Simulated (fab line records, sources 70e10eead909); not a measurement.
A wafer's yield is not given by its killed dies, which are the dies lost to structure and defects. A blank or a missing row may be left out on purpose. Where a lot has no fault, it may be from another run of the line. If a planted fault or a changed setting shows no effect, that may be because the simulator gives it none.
Which tool is to blame? ; flow nand harc ; 11 lots, 33 wafers sampled, at 3 steps of a route of 1302

WHAT THE GAUGES SHOWED, per wafer
NHARC_A_SLIT_OVL_MEAS_10. Usual: overlay x nm -0.1 nm, standard deviation 0.91; overlay y nm 0.3 nm, standard deviation 0.81.
lot;measured;on;overlay x nm (nm);overlay y nm (nm);flag
L569;day 19 16:34;overlay-01;1.0 0.8 0.8;2.1 2.7 1.5;
L568;day 19 16:23;overlay-02;-1.1 -0.5 -0.4;0.4 0.3 0.8;
L571;day 21 00:14;overlay-01;0.0 0.3 -0.3;0.2 0.1 0.0;
L572;day 21 14:38;overlay-01;0.0 -0.2 -0.1;0.1 0.5 -0.1;
L575;day 22 05:52;overlay-01;0.0 -0.3 -0.7;0.8 1.0 0.6;
L574;day 22 06:19;overlay-02;-1.0 -0.9 -1.3;0.9 1.0 1.1;
L584;day 26 03:56;overlay-02;-2.4 -2.3 -2.4;-0.6 -0.5 -0.6;
L586;day 28 00:08;overlay-02;-0.8 -0.2 -0.7;0.6 0.3 0.1;
L589;day 28 09:55;overlay-02;1.2 0.8 0.8;0.5 0.0 -0.3;
L591;day 29 10:14;overlay-01;0.4 0.3 0.2;-0.5 -0.8 -0.5;
L590;day 29 10:32;overlay-02;-0.3 0.1 -0.3;-0.4 -0.4 -0.2;

EACH LOT AND THE TOOL THAT RAN IT (in order: tool; ch and the chambers of the sampled wafers; start)
lot;NHARC_A_SGD_CUT_ETCH_16;NHARC_A_SGD_CUT_ETCHBACK_24
L569;rie diel-01 ch 0,1,2, day 19 10:31 or earlier;rie diel-01 ch 0,1,2, day 19 10:31
L568;rie diel-02 ch 0,2, day 19 10:30 or earlier;rie diel-08 ch 1,3, day 19 10:30
L571;rie diel-08 ch 1,2, day 20 18:02 or earlier;rie diel-01 ch 0,1,2, day 20 18:02
L572;rie diel-08 ch 0,1,3, day 21 04:21 or earlier;rie diel-01 ch 1,3, day 21 04:21
L575;rie diel-08 ch 1,2,3, day 21 23:14 or earlier;rie diel-08 ch 0,2, day 21 23:14
L574;rie diel-01 ch 2,3, day 21 23:15 or earlier;rie diel-01 ch 0,1,2, day 21 23:15
L584;rie diel-02 ch 1,2,3, day 25 21:16 or earlier;rie diel-02 ch 0,2,3, day 25 21:16
L586;rie diel-01 ch 1,2, day 27 16:41 or earlier;rie diel-08 ch 0,1, day 27 16:41
L589;rie diel-01 ch 0,1,3, day 28 01:07 or earlier;rie diel-01 ch 0,2,3, day 28 01:07
L591;rie diel-01 ch 0,2,3, day 29 05:10 or earlier;rie diel-08 ch 0,1,3, day 29 05:10
L590;rie diel-02 ch 0,3, day 29 05:19 or earlier;rie diel-01 ch 0,2, day 29 05:19
- NHARC_A_SGD_CUT_ETCH_16: etches the open film in C4F8/O2/Ar, target depth 310.5 nm, time 155.2 s.
- NHARC_A_SGD_CUT_ETCHBACK_24: etches the open film in CH3F/O2, target depth 50 nm, time 92.857 s.

AS READ BY THE TOOLS THEMSELVES (means over the sampled wafers that have a number; for cases with no such wafer, the mark the record gives instead)
NHARC_A_SGD_CUT_ETCH_16. Usual: bias w 799.9 W, standard deviation 2.4; oes product au 0.970 a.u., standard deviation 0.015; rf vpp V 722 V, standard deviation 3.6; run length s 176.3 s, standard deviation 0.46.
lot;tool;bias w (W);oes product au (a.u.);rf vpp V (V);run length s (s);flag
L569;rie diel-01;802.0;0.975;721;176.8;
L568;rie diel-02;798.1;0.968;722;176.0;
L571;rie diel-08;799.4;0.977;719;176.1;
L572;rie diel-08;796.8;0.950;720;176.2;
L575;rie diel-08;798.1;0.987;720;176.1;
L574;rie diel-01;798.7;0.962;725;176.3;
L584;rie diel-02;800.6;0.982;721;176.1;
L586;rie diel-01;800.5;0.968;723;176.7;
L589;rie diel-01;799.2;0.954;721;176.5;
L591;rie diel-01;799.5;0.971;723;176.3;
L590;rie diel-02;800.6;0.982;718;176.2;

NHARC_A_SGD_CUT_ETCHBACK_24. Usual: bias w 100.0 W, standard deviation 0.32; ch3f flow sccm 50.02 sccm, standard deviation 0.16; drypump motor current A 5.6 A, standard deviation 0.36; mfc ar sccm 200.0 sccm, standard deviation 0.67; oes product au 0.97 a.u., standard deviation 0.034; rf vpp V 243.8 V, standard deviation 1.7; showerhead plenum p Torr 2.42 Torr, standard deviation 0.1; throttle valve pct 20.662 %, standard deviation 0.0084.
lot;tool;bias w (W);ch3f flow sccm (sccm);drypump motor current A (A);mfc ar sccm (sccm);oes product au (a.u.);rf vpp V (V);showerhead plenum p Torr (Torr);throttle valve pct (%);flag
L569;rie diel-01;100.3;49.91;5.5;199.6;0.92;243.7;2.40;20.659;
L568;rie diel-08;99.9;50.04;5.9;200.2;1.00;241.5;2.30;20.667;
L571;rie diel-01;100.0;50.06;5.5;200.3;1.00;244.1;2.40;20.655;
L572;rie diel-01;100.0;49.87;5.4;199.4;1.01;242.9;2.38;20.664;
L575;rie diel-08;100.1;50.03;5.3;200.4;0.93;245.9;2.57;20.666;
L574;rie diel-01;100.0;49.95;5.5;199.6;0.95;243.8;2.39;20.661;
L584;rie diel-02;99.9;49.88;5.8;200.3;0.93;242.7;2.39;20.661;
L586;rie diel-08;99.9;49.95;5.9;200.1;0.99;243.7;2.39;20.659;
L589;rie diel-01;99.7;50.01;5.7;200.7;0.94;243.9;2.44;20.664;
L591;rie diel-08;100.1;50.12;5.7;199.8;0.93;244.6;2.39;20.665;
L590;rie diel-01;100.3;49.89;5.6;199.5;1.00;244.2;2.46;20.659;

THE ANSWER, worked out from the rows above alone
Rule: a lot is off if the mean of its wafers that have a number lies more than 3 standard deviations from the usual mean. Also off: a lot with no number at a reading for which 4 or more lots have one. The other lots that the step has rows for count as sound. Order of review: gauges by route order, followed by the tools' own readings, for which a lot's mean as printed above is used. At the first step where some lot is off, the reading lying furthest off is the one used; lots without a number count as furthest.
Nothing can be told from this: no lot is off at any reading shown.

WHAT THE SIMULATOR HAD PUT IN
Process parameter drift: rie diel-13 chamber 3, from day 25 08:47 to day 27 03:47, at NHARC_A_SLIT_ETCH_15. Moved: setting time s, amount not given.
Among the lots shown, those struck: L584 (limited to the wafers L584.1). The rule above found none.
